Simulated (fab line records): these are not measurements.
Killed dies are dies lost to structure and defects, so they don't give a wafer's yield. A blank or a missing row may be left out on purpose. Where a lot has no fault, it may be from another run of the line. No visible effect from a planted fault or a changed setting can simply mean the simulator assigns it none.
Chamber matching ; flow n5 finfet ; 4 sister chambers for N5_PMOS_HMC_CHANNEL_EPI_ETCH_38 on rie si-04
The step etches SiO2 in CF4, target depth 1.5 nm. 4 wafers are shown with their chamber, then 7 later ones without.

## WAFERS, EACH WITH ITS CHAMBER
wafer;chamber;throttle valve pct (%)
L086.1;0;21.77
L086.6;1;21.62
L088.1;3;21.37
L088.3;2;21.95

## WAFERS WITHOUT THEIR CHAMBER
wafer;throttle valve pct (%)
L088.4;21.61
L090.1;21.38
L090.2;21.61
L090.3;21.94
L095.2;21.95
L095.4;21.62
L095.5;21.95

## EACH ONE'S CHAMBER
wafer;from the rows above;in truth
L088.4;1;1
L090.1;3;3
L090.2;1;1
L090.3;2;2
L095.2;2;2
L095.4;1;1
L095.5;2;2
Placed correctly: 7 of 7. Can't be placed from these rows: 0. Placed wrongly: 0.
How it was worked out, from the rows above alone: a wafer's distance from a chamber is the root of the sum, over the readings, of the square of ((its reading less the chamber's mean) divided by the reading's scatter). The wafer belongs to the nearest chamber; if the next one is less than 2 further off, it can't be placed. Each chamber's mean is taken over the wafers shown for it. The scatter: with one shown wafer a chamber, the root of the mean of the squares of how far each hidden wafer lies from its nearest shown one.
